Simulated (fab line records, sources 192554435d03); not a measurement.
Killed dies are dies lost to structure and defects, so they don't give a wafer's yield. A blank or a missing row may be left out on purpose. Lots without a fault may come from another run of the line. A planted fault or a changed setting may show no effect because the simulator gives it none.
fab line records | flow n5_finfet
record lots=12 wafers=30 last_day=18
route steps=1938 shown BEOL_M12@1653 BEOL_M13@1672 PASSIVATION@1936
lots that met no fault: from a run of the same line without faults
start_h: hours from the record's first day to the start of the lot's first wafer shown | wait_h: hours since the lot's step before | " the same as in the row above | L1.1+2: a row that stands for several wafers | - no value, or no start given | * or withheld: withheld | < > ~ a bound
route shown NAME@n: a module of which the file shows steps, and the number in the route of the first | usual: mean/standard deviation of fault-free wafers | same: alike in all rows | chamber/n: place in a boat | sites: the reading at each site | _std_site: their standard deviation | _edge_site: outer sites' mean less inner sites' | radius_mm: how far each site lies from the wafer's centre | mask NAME#n: copy n | behind: the tool/chamber that last shaped the wafer | hold: why the lot was held/for how many hours/how that ended | device: the transistor (n, p or np) that didn't switch | end of line: the same wafers' tests at the end of the route | a step without rows: its recipe alone | killed: dies lost to structure and defects at the first sort, not the wafer's yield | map: a wafer's dies, x killed, . not, _ none there
set.NAME: the setting as run; set.NAME@STEP: as run at that earlier step | model.NAME: the simulator's own value behind a step, which no gauge read
steps of the route over a sample of lots; a table a step, a row a wafer
services: from which hour (start_h, from the record's first day; less than 0 if before it) a tool's chamber was out of use, for how many hours, and why
## steps
# step N5_BEOL_M12_CMP_49
# recipe stop_on=SiOC t_overpolish_s=20.6 down_force_psi=1 platen_rpm=50 clearing_platen_down_force_psi=1.5 clearing_platen_rpm=50 post_cmp_clean=cu_alkaline target_thk_nm=320 clearing_platen_pad_velocity_m_s=0.99484 pad_velocity_m_s=0.99484
# usual barrier_field_endpoint_s=30.2/0.89 motor_current_A=6.1/0.6 overpolish_run_s=20.602/0.0086
# columns lot.wafer tool chamber start_h wait_h barrier_field_endpoint_s motor_current_A overpolish_run_s
L990.2 cmp-03 2 232.28 0.2 31.0 6.1 20.593
L990.3 " 3 " " 31.1 6.9 20.598
L990.1 " 1 " " 28.8 5.6 20.605
L991.1 cmp-03 2 235.29 0.3 31.6 6.5 20.608
L991.4 " 3 " " 31.7 6.7 20.595
L991.6 " 1 " " 30.4 5.7 20.603
L993.5 cmp-02 3 248.14 0.2 29.9 5.4 20.602
L993.6 " 0 " " 30.3 6.5 20.607
L992.4 cmp-04 2 250.66 0.2 30.8 5.1 20.598
L992.3 " 0 " " 29.8 5.7 20.598
L992.5 " 2 " " 31.0 5.4 20.615
L995.2 cmp-04 0 251.29 0.2 30.7 5.5 20.615
L995.1 " 1 " " 29.7 6.6 20.608
L995.3 " 3 " " 30.8 6.1 20.601
L996.2 cmp-04 0 272.51 0.3 29.4 5.6 20.607
L996.5 " 3 " " 30.3 6.9 20.604
L999.4 cmp-03 0 278.94 0.1 30.3 7.4 20.600
L999.3 " 3 " " 30.3 6.4 20.596
L997.3 cmp-02 1 285.06 0.2 29.4 6.6 20.616
L997.2 " 0 " " 28.8 6.3 20.619
L102.4 cmp-02 0 322.04 0.2 30.8 7.1 20.602
L102.3 " 2 " " 29.8 5.8 20.610
L102.6 " 0 " " 30.2 6.8 20.602
L103.2 cmp-02 1 329.35 0.3 29.9 6.5 20.594
L111.4 cmp-04 1 369.11 0.2 30.4 6.5 20.576
L111.1 " 3 " " 30.0 6.3 20.597
L111.6 " 0 " " 29.8 5.8 20.597
L112.1 cmp-04 1 389.99 0.3 31.0 6.6 20.612
L112.4 " 2 " " 30.2 5.3 20.592
L112.6 " 2 " " 31.7 5.2 20.595
# step N5_BEOL_M12_DEP_53
# recipe material=SiCN target_thk_a=300 temp_c=withheld precursor=3MS/NH3 pressure_torr=3 rf_w=675 time_s=10.5
# usual rf_fwd_power_W=666.5/2.4 showerhead_plenum_p_Torr=4.17/0.03 throttle_valve_pct=18.0/0.68
# columns lot.wafer tool chamber start_h wait_h rf_fwd_power_W showerhead_plenum_p_Torr throttle_valve_pct
L990.1 pecvd-02 1 232.64 0.0 663.4 4.19 18.8
L990.2 " 0 " " 663.1 4.19 18.3
L990.3 " 2 " " 672.0 4.11 18.1
L991.1 pecvd-01 1 235.61 0.0 666.7 4.14 17.5
L991.4 " 0 " " 670.4 4.19 18.1
L991.6 " 1 " " 665.1 4.16 17.2
L993.5 pecvd-04 1 248.36 0.0 666.2 4.16 17.6
L993.6 " 2 " " 664.5 4.23 17.7
L992.3 pecvd-04 2 250.98 0.0 667.1 4.22 17.8
L992.4 " 0 " " 671.8 4.20 18.3
L992.5 " 2 " " 664.9 4.23 17.6
L995.1 pecvd-04 2 251.65 0.0 665.0 4.23 17.7
L995.2 " 1 " " 666.1 4.16 17.6
L995.3 " 0 " " 665.6 4.19 18.5
L996.2 pecvd-02 1 272.79 0.0 660.6 4.21 19.2
L996.5 " 0 " " 663.3 4.18 18.6
L999.3 pecvd-01 0 279.30 0.0 667.6 4.19 17.9
L999.4 " 2 " " 664.0 4.16 16.6
L997.2 pecvd-01 2 285.41 0.0 665.0 4.17 16.8
L997.3 " 0 " " 665.5 4.18 17.8
L102.3 pecvd-01 2 322.37 0.0 666.4 4.17 16.8
L102.4 " 1 " " 667.8 4.15 17.2
L102.6 " 2 " " 667.7 4.16 16.7
L103.2 pecvd-02 1 329.63 0.0 665.3 4.20 19.0
L111.1 pecvd-02 2 369.42 0.0 667.3 4.11 18.3
L111.4 " 0 " " 667.1 4.19 18.6
L111.6 " 1 " " 666.2 4.20 19.0
L112.1 pecvd-02 1 390.35 0.0 662.0 4.20 18.9
L112.4 " 1 " " 663.9 4.20 18.8
L112.6 " 2 " " 673.5 4.11 18.6
# step N5_BEOL_M13_DESCUM_15
# recipe chemistry=O2 time_s=7.9 source_power_w=50 bias_power_w=20 pressure_mtorr=20 rf_frequency_hz=2.712e+07 temp_c=40 o2_flow_sccm=225
# usual drypump_motor_current_A=5.9/0.35 oes_product_au=0.81/0.089 rf_fwd_power_W=49.35/0.22 rf_vpp_V=242.9/1.7 showerhead_plenum_p_Torr=2.07/0.088 throttle_valve_pct=20.3/0.31
# columns lot.wafer tool chamber start_h wait_h drypump_motor_current_A oes_product_au rf_fwd_power_W rf_hours_counter_h rf_vpp_V showerhead_plenum_p_Torr throttle_valve_pct
L990.1 rie_diel-06 3 233.31 0.0 6.0 0.75 49.55 142 242.2 2.02 20.6
L990.2 " 1 " " 6.2 0.88 49.51 44 241.0 2.04 20.5
L990.3 " 0 " " 5.4 0.68 49.86 247 240.3 1.97 20.5
L991.1 rie_diel-06 1 236.70 0.5 6.2 0.89 49.41 45 242.2 2.04 20.5
L991.4 " 3 " " 6.0 0.75 49.57 144 242.0 2.02 20.6
L991.6 " 2 " " 5.9 0.94 49.41 - 244.3 2.12 20.0
L993.5 rie_diel-03 2 249.20 0.2 6.5 0.94 49.75 - 241.7 2.07 20.1
L993.6 " 1 " " 5.6 0.71 48.93 - 241.0 1.99 20.8
L992.3 rie_diel-04 1 251.77 0.0 6.2 0.73 49.12 193 244.1 2.18 20.4
L992.4 " 2 " " 6.0 0.93 49.12 - 244.3 2.13 20.3
L992.5 " 1 " " 6.2 0.72 49.06 - 243.9 2.18 20.4
L995.1 rie_diel-03 1 252.44 0.0 5.6 0.72 49.24 212 242.1 1.99 20.8
L995.2 " 2 " " 6.5 0.93 49.46 17 242.9 2.07 20.1
L995.3 " 0 " " 5.9 0.85 49.46 60 244.1 2.12 20.6
L996.2 rie_diel-03 2 273.46 0.0 6.5 0.91 49.32 22 240.4 2.07 20.1
L996.5 " 2 " " 6.5 0.93 49.41 - 242.5 2.07 20.1
L999.3 rie_diel-04 0 280.09 0.0 5.4 0.73 49.50 192 241.7 1.97 20.0
L999.4 " 3 " " 5.6 0.76 49.15 151 240.8 1.94 20.3
L997.2 rie_diel-03 1 286.21 0.0 5.6 0.71 49.00 221 240.6 1.99 20.8
L997.3 " 2 " " 6.5 0.92 49.28 - 243.4 2.07 20.1
L102.3 rie_diel-06 3 323.04 0.0 6.1 0.74 49.31 171 243.5 2.01 20.6
L102.4 " 0 " " 5.5 0.91 49.63 15 244.4 2.23 20.1
L102.6 " 2 " " 5.9 0.88 49.32 - 244.0 2.11 20.0
L103.2 rie_diel-03 1 330.30 0.0 5.6 0.69 48.73 236 242.1 1.98 20.8
L111.1 rie_diel-04 0 370.43 0.0 5.4 0.72 49.45 215 242.2 1.96 20.1
L111.4 " 2 " " 6.0 0.86 49.43 47 244.1 2.12 20.3
L111.6 " 0 " " 5.4 0.72 49.43 - 241.2 1.96 20.1
L112.1 rie_diel-03 0 391.02 0.0 5.9 0.79 49.22 101 244.5 2.11 20.7
L112.4 " 3 " " 5.5 0.85 49.41 - 243.9 2.21 19.9
L112.6 " 0 " " 5.9 0.78 49.21 - 243.3 2.11 20.7
# step N5_BEOL_M13_EXPOSE_25
# recipe mask_id=M13 na=0.93 source_shape=conventional sigma_outer=0.4 polarization=unpolarized target_cd_nm=210 dose_mj=22
# usual exposure_dose_mJ_cm2=21.983/0.021 reticle_temp_C=22.99/0.11
# columns lot.wafer tool chamber start_h wait_h mask exposure_dose_mJ_cm2 reticle_temp_C
L990.1 krf_scanner-01 0 234.12 - M13#0 22.011 22.92
L990.2 " 0 " " M13#0 21.982 23.03
L990.3 " 0 " " M13#0 22.038 22.95
L991.1 krf_scanner-02 0 237.51 - M13#0 22.004 23.00
L991.4 " 0 " " M13#0 22.014 23.06
L991.6 " 0 " " M13#0 21.973 22.98
L993.5 krf_scanner-01 0 250.02 - M13#0 21.969 22.95
L993.6 " 0 " " M13#0 21.969 23.00
L992.3 krf_scanner-02 0 252.60 - M13#0 21.991 22.98
L992.4 " 0 " " M13#0 22.020 23.04
L992.5 " 0 " " M13#0 21.990 22.91
L995.1 krf_scanner-01 0 253.25 - M13#0 21.986 22.87
L995.2 " 0 " " M13#0 21.955 22.97
L995.3 " 0 " " M13#0 22.003 23.00
L996.2 krf_scanner-01 0 274.27 - M13#0 21.975 22.93
L996.5 " 0 " " M13#0 21.989 22.84
L999.3 krf_scanner-01 0 280.79 - M13#0 21.977 22.92
L999.4 " 0 " " M13#0 21.967 22.82
L997.2 krf_scanner-01 0 287.05 - M13#0 21.965 22.99
L997.3 " 0 " " M13#0 21.971 22.90
L102.3 krf_scanner-01 0 323.74 - M13#0 21.797 23.11
L102.4 " 0 " " M13#0 21.814 23.12
L102.6 " 0 " " M13#0 21.773 22.81
L103.2 krf_scanner-01 0 331.20 - M13#0 21.879 22.89
L111.1 krf_scanner-02 0 371.24 - M13#0 21.973 23.02
L111.4 " 0 " " M13#0 21.973 23.09
L111.6 " 0 " " M13#0 21.969 22.76
L112.1 krf_scanner-02 0 391.83 - M13#0 22.008 22.94
L112.4 " 0 " " M13#0 22.028 22.98
L112.6 " 0 " " M13#0 21.984 22.78
# step N5_PASSIVATION_PROBE_49
# usual defect_limited_yield=90.9/1.6 killed_at_M0_to_M3=34/10 killed_at_M4_up=13/5.4 killed_at_contacts=13/6 killed_at_front_end=42/13 killed_at_other=4/3.2 killed_dies=107/18 killed_open=69/14 killed_short=35/7.7 sort_bin_5_function=5.3/1 sort_bin_6_memory=3.3/0.75 sort_n_pass=1073/19 sort_yield_pct=90.9/1.6
# same gross_dies=1180 killed_at_back_side=0 sort_bin_4_leakage[%]=0 sort_bin_8_speed[%]=0
# columns lot.wafer tool chamber start_h wait_h defect_limited_yield[%] killed_at_M0_to_M3 killed_at_M4_up killed_at_contacts killed_at_front_end killed_at_other killed_dies killed_open killed_short sort_bin_5_function[%] sort_bin_6_memory[%] sort_n_pass sort_yield_pct[%]
L990.1 prober-02 - 265.70 0.0 92.1 25 26 9 33 0 93 61 28 4.9 2.8 1087 92.1
L990.2 prober-02 - 265.75 0.1 92.0 23 10 17 43 1 94 54 39 4.1 3.2 1086 92.0
L990.3 prober-02 - 265.80 0.1 91.2 29 18 25 30 2 104 67 33 5.5 3.0 1076 91.2
L103.2 prober-01 - 357.46 0.1 89.2 39 10 23 49 6 127 88 31 6.0 4.2 1053 89.2
# killed by level:class
L990.1 STI_FIN_REVEAL:geometric_particle:open=10 FIN_SAQP:geometric_particle:open=7 MOL_CONTACT_COAG:geometric_particle:open=7 BEOL_M4:geometric_particle:open=7 FIN_SAQP:geometric_particle:short=6 BEOL_M0_SAQP:geometric_particle:open=6 BEOL_M0_SAQP:geometric_particle:short=6 BEOL_M1:geometric_particle:open=6
L990.2 MOL_CONTACT_COAG:geometric_particle:open=12 FIN_SAQP:geometric_particle:short=11 STI_FIN_REVEAL:geometric_particle:open=8 FIN_SAQP:geometric_particle:open=7 MOL_CONTACT_COAG:geometric_particle:short=5 BEOL_M0_SAQP:geometric_particle:open=5 BEOL_M0_SAQP:geometric_particle:short=5 BEOL_M5:geometric_particle:open=4
L990.3 MOL_CONTACT_COAG:geometric_particle:open=21 BEOL_M0_SAQP:geometric_particle:short=9 STI_FIN_REVEAL:geometric_particle:open=7 BEOL_M4:geometric_particle:open=7 BEOL_M1:geometric_particle:open=7 FIN_SAQP:geometric_particle:open=5 FIN_SAQP:geometric_particle:short=5 MOL_CONTACT_COAG:geometric_particle:short=4
L103.2 MOL_CONTACT_COAG:geometric_particle:open=20 STI_FIN_REVEAL:geometric_particle:open=11 BEOL_M2:geometric_particle:open=9 BEOL_M0_SAQP:geometric_particle:open=9 BEOL_M3:geometric_particle:open=9 FIN_SAQP:geometric_particle:open=7 FIN_SAQP:geometric_particle:short=6 HKMG_FIN:area_etch=6
## services
# columns tool chamber start_h hours kind
rie_diel-04 0 209.83 5.8 repair
cmp-04 - 224.79 1.5 repair
krf_scanner-02 - 231.76 3.6 pm
pecvd-02 - 239.60 1.0 repair
pecvd-01 - 242.73 2.0 repair
cmp-04 - 263.30 0.7 repair
rie_diel-03 - 267.61 2.8 pm
pecvd-01 1 268.27 3.6 repair
krf_scanner-02 - 269.88 1.3 pm
cmp-04 - 285.55 4.0 pm
rie_diel-03 3 285.89 4.9 repair
krf_scanner-01 - 295.11 0.8 pm
krf_scanner-01 - 298.95 1.0 pm
krf_scanner-01 - 311.60 0.4 repair
pecvd-01 2 314.61 4.8 repair
rie_diel-06 - 318.79 1.1 repair
pecvd-01 - 337.11 14.6 pm
krf_scanner-02 - 347.36 1.0 pm
krf_scanner-02 - 358.89 0.7 repair
krf_scanner-02 - 363.26 4.0 pm
rie_diel-06 0 366.77 5.4 repair
krf_scanner-02 - 373.05 0.8 pm
krf_scanner-01 - 375.55 3.0 pm
krf_scanner-01 - 378.67 1.3 pm
## key
first_sign step=N5_BEOL_M13_EXPOSE_25 reading=exposure_dose_mJ_cm2 direction=down sigmas=7.9 usual=21.983 struck=21.816
effect none on later readings
met_at N5_BEOL_M13_EXPOSE_25
struck_lots L102,L103
loop_trim step=N5_BEOL_M13_EXPOSE_25 setting=dose lots=L102,L103
not_acting_at N5_BEOL_M12_CMP_49,N5_BEOL_M12_DEP_53,N5_BEOL_M13_DESCUM_15
onset_between 287.05 323.74
earlier_fault kind=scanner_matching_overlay tool=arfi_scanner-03 chamber=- onset_h=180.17 steps=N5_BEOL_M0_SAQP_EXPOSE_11 offset=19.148
fault kind=process_parameter_drift tool=krf_scanner-01 chamber=- onset_h=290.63 steps=N5_BEOL_M13_EXPOSE_25 channel=dose_mj offset=-0.34841 shape=step acts_in=these_recipes_only stated=22
# loop_trim: a control loop set the setting to another value than it would have without faults
